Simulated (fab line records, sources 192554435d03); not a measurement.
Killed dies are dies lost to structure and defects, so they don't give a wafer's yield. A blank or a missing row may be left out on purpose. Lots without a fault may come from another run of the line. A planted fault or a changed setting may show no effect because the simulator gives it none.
fab line records | flow n5_finfet
record lots=7 wafers=39
route steps=1938 shown BEOL_M5@1160 BEOL_M7@1329 BEOL_M9@1440
start_h: hours from the record's first day to the start of the lot's first wafer shown | wait_h: hours since the lot's step before | " the same as in the row above | L1.1+2: a row that stands for several wafers | - no value, or no start given | * or withheld: withheld | < > ~ a bound
route shown NAME@n: a module of which the file shows steps, and the number in the route of the first | usual: mean/standard deviation of fault-free wafers | same: alike in all rows | chamber/n: place in a boat | sites: the reading at each site | _std_site: their standard deviation | _edge_site: outer sites' mean less inner sites' | radius_mm: how far each site lies from the wafer's centre | mask NAME#n: copy n | behind: the tool/chamber that last shaped the wafer | hold: why the lot was held/for how many hours/how that ended | device: the transistor (n, p or np) that didn't switch | end of line: the same wafers' tests at the end of the route | a step without rows: its recipe alone | killed: dies lost to structure and defects at the first sort, not the wafer's yield | map: a wafer's dies, x killed, . not, _ none there
set.NAME: the setting as run; set.NAME@STEP: as run at that earlier step | model.NAME: the simulator's own value behind a step, which no gauge read
lots whose settings were changed on purpose; a table a step, a row a wafer
## steps
# step N5_BEOL_M5_TRENCH_ETCH_37
# recipe chemistry=C4F6/O2 target_depth_a=716.52 target=SiCOH_lowk time_s=24.7 ion_energy_ev=250 pressure_mtorr=30 source_w=345 bias_w=185 Ar_flow_sccm=300 C4F6_flow_sccm=10 O2_flow_sccm=10
# columns lot.wafer tool chamber start_h wait_h set.time_s model.BEOL_M5.feature_depth_nm model.etch.depth_nm
L077.1 rie_diel-06 1 - - 13.25 39.8 39.86
L077.2 " 0 " " 24.7 74 74.01
L077.3 " 3 " " 24.7 72.6 72.55
L077.4 " 2 " " 24.7 68.4 68.4
L077.5 " 2 " " 13.25 37.2 37.13
L077.6 " 1 " " 13.25 40 40
L079.1 rie_diel-06 0 - - 24.7 73.8 73.79
L079.2 " 2 " " 24.7 68.6 68.59
L079.3 " 3 " " 24.7 72.6 72.67
L079.4 " 1 " " 24.7 74 73.98
L079.5 " 0 " " 24.7 73.6 73.61
L079.6 " 1 " " 24.7 74.2 74.2
L082.1 rie_diel-02 2 - - 24.7 72.4 72.49
L082.2 " 1 " " 24.7 70.2 70.25
L082.3 " 0 " " 24.7 70.2 70.18
L082.4 " 3 " " 24.7 71.2 71.12
L082.5 " 0 " " 24.7 70.2 70.12
L082.6 " 3 " " 24.7 71.4 71.46
L083.1 rie_diel-03 3 - - 24.7 68.8 68.78
L083.2 " 0 " " 24.7 71.4 71.47
L083.3 " 2 " " 32.2 93.2 93.13
L083.4 " 1 " " 24.7 72.4 72.43
L083.5 " 2 " " 32.2 93.2 93.21
L083.6 " 1 " " 32.2 95 95.03
L087.1 rie_diel-06 1 - - 24.7 75.2 75.25
L087.2 " 3 " " 24.7 71.4 71.43
L087.3 " 0 " " 24.7 74.4 74.39
L087.4 " 2 " " 24.7 68.8 68.71
L087.5 " 0 " " 24.7 73.8 73.89
L087.6 " 1 " " 24.7 74.8 74.76
L089.1 rie_diel-02 0 - - 32.87 92 91.92
L089.2 " 2 " " 24.7 71.4 71.39
L089.3 " 3 " " 32.87 94.2 94.19
L089.4 " 1 " " 24.7 69.8 69.82
L089.5 " 3 " " 32.87 95.4 95.32
L089.6 " 0 " " 24.7 69.4 69.44
L097.2 rie_diel-06 3 - - 24.7 72 72.09
L097.4 " 0 " " 24.7 72.8 72.87
L097.5 " 2 " " 24.7 67.4 67.48
# step N5_BEOL_M5_ETCH_41
# recipe chemistry=CH3F/O2 target=SiCN target_depth_a=315 taper_deg=2 time_s=56.7 ion_energy_ev=120 mask_material=TiN pressure_mtorr=30 source_w=395 bias_w=75 Ar_flow_sccm=150 CH3F_flow_sccm=30 O2_flow_sccm=20
# step N5_BEOL_M5_STRIP_91
# recipe chemistry=N2/H2 time_s=10 power_w=450 temp_c=40 pressure_mtorr=20 rf_frequency_hz=6e+07 bias_power_w=7 n2_flow_sccm=200 h2_flow_sccm=200
# step N5_BEOL_M5_OCD_MEAS_38
# usual trench_depth_nm=71.1/1.8
# columns lot.wafer tool chamber start_h wait_h set.time_s@BEOL_M5_TRENCH_ETCH_37 trench_depth_nm
L077.1 ocd-02 - 196.16 - 13.25 39.9
L077.2 " - " " 24.7 73.6
L077.3 " - " " 24.7 73.0
L077.4 " - " " 24.7 68.9
L077.5 " - " " 13.25 37.1
L077.6 " - " " 13.25 39.4
L079.1 ocd-01 - 199.23 - 24.7 73.3
L079.2 " - " " 24.7 68.2
L079.3 " - " " 24.7 72.7
L079.4 " - " " 24.7 74.0
L079.5 " - " " 24.7 74.0
L079.6 " - " " 24.7 74.3
L082.1 ocd-01 - 221.05 - 24.7 72.0
L082.2 " - " " 24.7 70.2
L082.3 " - " " 24.7 70.3
L082.4 " - " " 24.7 70.9
L082.5 " - " " 24.7 70.3
L082.6 " - " " 24.7 71.0
L083.1 ocd-02 - 227.08 - 24.7 69.0
L083.2 " - " " 24.7 71.4
L083.3 " - " " 32.2 93.5
L083.4 " - " " 24.7 72.4
L083.5 " - " " 32.2 93.4
L083.6 " - " " 32.2 94.7
L087.1 ocd-01 - 258.72 - 24.7 75.0
L087.2 " - " " 24.7 71.4
L087.3 " - " " 24.7 74.3
L087.4 " - " " 24.7 68.8
L087.5 " - " " 24.7 73.9
L087.6 " - " " 24.7 74.5
L089.1 ocd-01 - 267.85 - 32.87 91.4
L089.2 " - " " 24.7 71.3
L089.3 " - " " 32.87 93.9
L089.4 " - " " 24.7 70.1
L089.5 " - " " 32.87 95.7
L089.6 " - " " 24.7 69.6
L097.2 ocd-02 - 312.26 - 24.7 72.1
L097.4 " - " " 24.7 73.2
L097.5 " - " " 24.7 67.7
# step N5_BEOL_M5_HM_STRIP_39
# recipe chemistry=peroxide_tin_strip material=TiN target_depth_a=250 temp_c=50 time_s=158
# step N5_BEOL_M5_SRD_40
# recipe time_s=30 temp_c=23 rinse_liquid=diw dry=ipa_marangoni
# step N5_BEOL_M5_ECD_50
# recipe material=Cu target_thk_a=3000
# step N5_BEOL_M5_ANNEAL_51
# recipe temp_c=225 time_s=90 ambient=N2
# step N5_BEOL_M5_CMP_52
# recipe stop_on=SiCOH_lowk t_overpolish_s=6.9 down_force_psi=1 platen_rpm=50 clearing_platen_down_force_psi=1.5 clearing_platen_rpm=50 post_cmp_clean=cu_alkaline target_thk_nm=62 clearing_platen_pad_velocity_m_s=0.99484 pad_velocity_m_s=0.99484
# columns lot.wafer tool chamber start_h wait_h set.time_s@BEOL_M5_TRENCH_ETCH_37 model.Cu_of_BEOL_M5_ECD_50.thk_nm
L077.3 cmp-03 2 204.71 0.3 24.7 62.8
L077.4 " 3 " " 24.7 57
L077.1 " 0 " " 13.25 32.8
L077.2 " 1 " " 24.7 64
L077.5 " 2 " " 13.25 28
L077.6 " 3 " " 13.25 27.8
L079.4 cmp-03 1 208.94 0.2 24.7 64
L079.1 " 2 " " 24.7 65.4
L079.3 " 3 " " 24.7 60.6
L079.2 " 0 " " 24.7 62.2
L079.5 " 1 " " 24.7 63.8
L079.6 " 2 " " 24.7 65.2
L082.3 cmp-02 3 227.40 0.2 24.7 59
L082.1 " 0 " " 24.7 63.6
L082.4 " 1 " " 24.7 60.6
L082.2 " 2 " " 24.7 57.8
L082.5 " 3 " " 24.7 59.2
L082.6 " 0 " " 24.7 61.8
L083.1 cmp-02 0 235.02 0.5 24.7 59.6
L083.2 " 1 " " 24.7 61
L083.4 " 2 " " 24.7 61.4
L083.3 " 3 " " 32.2 82.4
L083.5 " 0 " " 32.2 83.8
L083.6 " 1 " " 32.2 85.2
L087.3 cmp-01 3 265.00 0.2 24.7 65.8
L087.1+6 " 0 " " 24.7 65.6
L087.2 " 1 " " 24.7 60.8
L087.4 " 2 " " 24.7 58
L087.5 " 3 " " 24.7 64.4
L089.4+2 cmp-02 0,3 275.35 0.1 24.7 60.6
L089.1+3 " 1,2 " " 32.87 83.2
L089.5 " 0 " " 32.87 86.2
L089.6 " 1 " " 24.7 60.8
L097.4 cmp-01 1 322.44 0.2 24.7 63.2
L097.2 " 2 " " 24.7 62.4
L097.5 " 0 " " 24.7 57.4
# step N5_BEOL_M5_THK_MEAS_53
# recipe thk_meas_gauge=xrf reads=Cu_of_BEOL_M5_ECD_50
# usual M5_THK=60.3/2.3
# columns lot.wafer tool chamber start_h wait_h set.time_s@BEOL_M5_TRENCH_ETCH_37 M5_THK[nm]
L077.1 film_metro-02 - 205.00 - 13.25 32.5
L077.2 " - " " 24.7 63.4
L077.3 " - " " 24.7 61.9
L077.4 " - " " 24.7 56.0
L077.5 " - " " 13.25 27.8
L077.6 " - " " 13.25 27.6
L079.1 film_metro-02 - 209.24 - 24.7 63.6
L079.2 " - " " 24.7 60.7
L079.3 " - " " 24.7 58.9
L079.4 " - " " 24.7 62.4
L079.5 " - " " 24.7 62.4
L079.6 " - " " 24.7 63.8
L082.1 film_metro-02 - 227.69 - 24.7 63.3
L082.2 " - " " 24.7 57.1
L082.3 " - " " 24.7 58.6
L082.4 " - " " 24.7 60.3
L082.5 " - " " 24.7 58.9
L082.6 " - " " 24.7 61.5
L083.1 film_metro-02 - 235.32 - 24.7 60.0
L083.2 " - " " 24.7 61.4
L083.3 " - " " 32.2 82.9
L083.4 " - " " 24.7 61.5
L083.5 " - " " 32.2 83.7
L083.6 " - " " 32.2 85.2
L087.1 film_metro-01 - 265.29 - 24.7 64.2
L087.2 " - " " 24.7 59.7
L087.3 " - " " 24.7 64.5
L087.4 " - " " 24.7 56.8
L087.5 " - " " 24.7 63.3
L087.6 " - " " 24.7 64.3
L089.1 film_metro-02 - 275.65 - 32.87 82.0
L089.2 " - " " 24.7 59.9
L089.3 " - " " 32.87 81.7
L089.4 " - " " 24.7 60.2
L089.5 " - " " 32.87 85.4
L089.6 " - " " 24.7 60.4
L097.2 film_metro-02 - 322.66 - 24.7 62.0
L097.4 " - " " 24.7 62.7
L097.5 " - " " 24.7 56.9
# step N5_BEOL_M5_PRE_CLEAN_77
# recipe gas=NH3/H2 time_s=15 temp_c=* rf_power_w=300
# step N5_BEOL_M5_CO_CAP_78
# recipe material=Co target_thk_a=20 temp_c=200 precursor=CCTBA/H2 pressure_torr=30 time_s=102.1
# step N5_BEOL_M5_PRE_CLEAN_55
# recipe gas=NH3 time_s=15 temp_c=withheld rf_power_w=300
# step N5_BEOL_M5_DEP_56
# recipe material=SiCN target_thk_a=80 temp_c=withheld precursor=3MS/NH3 pressure_torr=3 rf_w=202 time_s=14
# step N5_BEOL_M5_RS_MEAS_57
# recipe thk_meas_gauge=four-point-probe reads=Co_of_BEOL_M5_CO_CAP_78+Cu_of_BEOL_M5_ECD_50+Co_of_BEOL_M5_CVD_47+TaN_of_BEOL_M5_ALD_86
# usual M5_RS=0.393/0.018
# columns lot.wafer tool chamber start_h wait_h set.time_s@BEOL_M5_TRENCH_ETCH_37 M5_RS[ohm/sq]
L077.1 film_metro-02 - 205.45 0.0 13.25 0.862
L077.2 " - " " 24.7 0.372
L077.3 " - " " 24.7 0.380
L077.4 " - " " 24.7 0.429
L077.5 " - " " 13.25 1.069
L077.6 " - " " 13.25 1.075
L079.1 film_metro-02 - 209.55 0.0 24.7 0.362
L079.2 " - " " 24.7 0.384
L079.3 " - " " 24.7 0.397
L079.4 " - " " 24.7 0.372
L079.5 " - " " 24.7 0.373
L079.6 " - " " 24.7 0.363
L082.1 film_metro-01 - 228.02 0.0 24.7 0.375
L082.2 " - " " 24.7 0.421
L082.3 " - " " 24.7 0.409
L082.4 " - " " 24.7 0.398
L082.5 " - " " 24.7 0.409
L082.6 " - " " 24.7 0.387
L083.1 film_metro-02 - 235.63 0.0 24.7 0.404
L083.2 " - " " 24.7 0.393
L083.3 " - " " 32.2 0.275
L083.4 " - " " 24.7 0.391
L083.5 " - " " 32.2 0.270
L083.6 " - " " 32.2 0.265
L087.1 film_metro-01 - 265.77 0.1 24.7 0.361
L087.2 " - " " 24.7 0.395
L087.3 " - " " 24.7 0.360
L087.4 " - " " 24.7 0.419
L087.5 " - " " 24.7 0.369
L087.6 " - " " 24.7 0.361
L089.1 film_metro-02 - 276.07 0.1 32.87 0.272
L089.2 " - " " 24.7 0.397
L089.3 " - " " 32.87 0.273
L089.4 " - " " 24.7 0.396
L089.5 " - " " 32.87 0.261
L089.6 " - " " 24.7 0.396
L097.2 film_metro-01 - 322.92 0.1 24.7 0.384
L097.4 " - " " 24.7 0.376
L097.5 " - " " 24.7 0.424
# step N5_BEOL_M7_DEP_56
# recipe material=SiCN target_thk_a=100 temp_c=withheld precursor=3MS/NH3 pressure_torr=3 rf_w=202 time_s=17.5
# columns lot.wafer tool chamber start_h wait_h set.target_thk_a model.SiCN_of_BEOL_M7_DEP_56.thk_nm
L077.1 pecvd-01 1 225.89 0.0 128.3 13.2
L077.2+4+5 " 2,2,1 " " 100 10.4
L077.3 " 0 " " 128.3 12.8
L077.6 " 0 " " 128.3 13
L079.1+5+6 pecvd-02 0,0,1 227.58 0.0 61.27 6.2
L079.2 " 1 " " 100 10
L079.3+4 " 1,0 " " 100 10.2
L082.1 pecvd-03 0 245.32 0.0 48.04 5
L082.2 " 2 " " 48.04 4.8
L082.3 " 1 " " 100 10.2
L082.4 " 0 " " 48.04 5.2
L082.5 " 1 " " 100 10.4
L082.6 " 2 " " 100 10
L083.1+5 pecvd-02 2,1 250.77 0.0 158.6 16
L083.2 " 0 " " 100 10
L083.3 " 1 " " 100 9.8
L083.4 " 2 " " 158.6 16.2
L083.6 " 0 " " 100 10.2
L087.1+2 pecvd-02 1,0 284.69 0.0 100 10
L087.3+4+6 " 0,1,1 " " 100 10.2
L087.5 " 0 " " 100 10.4
L089.1+3+4+6 pecvd-02 0,1,0,1 292.90 0.0 100 10.2
L089.2 " 1 " " 100 10
L089.5 " 0 " " 100 10.4
L097.2+5 pecvd-02 2,0 340.02 0.0 100 10.4
L097.4 " 2 " " 100 10.6
# step N5_BEOL_M9_ETCH_66
# recipe chemistry=N2/H2 target=SOC target_depth_a=800 overetch_a=160 mask_material=SiARC temp_c=40 time_s=120 ion_energy_ev=200 pressure_mtorr=30 source_w=840 bias_w=150 n2_flow_sccm=200 h2_flow_sccm=200
# columns lot.wafer tool chamber start_h wait_h set.time_s model.SiARC_of_BEOL_M9_COAT_64.thk_nm
L077.1 rie_diel-06 3 239.42 0.0 120 6.4
L077.2 " 0 " " 120 6.2
L077.3 " 1 " " 184.9 2.8
L077.4+5 " 2 " " 184.9 3.8
L077.6 " 1 " " 120 6
L079.1 rie_diel-02 0 241.83 0.0 120 6.8
L079.2+3+5 " 1,2,1 " " 120 6.2
L079.4+6 " 3,0 " " 120 6.6
L082.1+6 rie_diel-02 2 258.36 0.0 120 6.4
L082.2 " 1 " " 138.6 5.4
L082.3 " 3 " " 120 6.6
L082.4+5 " 0,3 " " 138.6 5.8
L083.1+5 rie_diel-06 3 262.92 0.0 120 6.6
L083.2 " 1 " " 120 6
L083.3 " 0 " " 120 6.4
L083.4+6 " 2 " " 120 6.8
L087.1 rie_diel-02 0 299.56 0.0 120 6.8
L087.2 " 3 " " 120 6.6
L087.3+5+6 " 2,2,1 " " 120 6.4
L087.4 " 1 " " 120 6.2
L089.1+6 rie_diel-06 1 309.76 0.0 120 6
L089.2+3 " 3,0 " " 120 6.4
L089.4+5 " 2 " " 120 6.8
L097.2 rie_diel-02 1 353.23 0.0 120 6.2
L097.4+5 " 3,0 " " 120 6.6
## key
split step=N5_BEOL_M5_TRENCH_ETCH_37 setting=time_s stated=24.7 by=wafer
response step=N5_BEOL_M5_TRENCH_ETCH_37 reading=model.BEOL_M5.feature_depth_nm change=+0.719 per=1% r=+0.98
response step=N5_BEOL_M5_TRENCH_ETCH_37 reading=model.etch.depth_nm change=+0.718 per=1% r=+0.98
response step=N5_BEOL_M5_OCD_MEAS_38 reading=trench_depth_nm change=+0.721 per=1% r=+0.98
response step=N5_BEOL_M5_CMP_52 reading=model.Cu_of_BEOL_M5_ECD_50.thk_nm change=+0.709 per=1% r=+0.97
response step=N5_BEOL_M5_THK_MEAS_53 reading=M5_THK change=+0.696 per=1% r=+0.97
response step=N5_BEOL_M5_RS_MEAS_57 reading=M5_RS change=-0.00871 per=1% r=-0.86
split step=N5_BEOL_M7_DEP_56 setting=target_thk_a stated=100 by=wafer
response step=N5_BEOL_M7_DEP_56 reading=model.SiCN_of_BEOL_M7_DEP_56.thk_nm change=+0.101 per=1% r=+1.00
split step=N5_BEOL_M9_ETCH_66 setting=time_s stated=120 by=wafer
response step=N5_BEOL_M9_ETCH_66 reading=model.SiARC_of_BEOL_M9_COAT_64.thk_nm change=-0.0506 per=1% r=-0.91
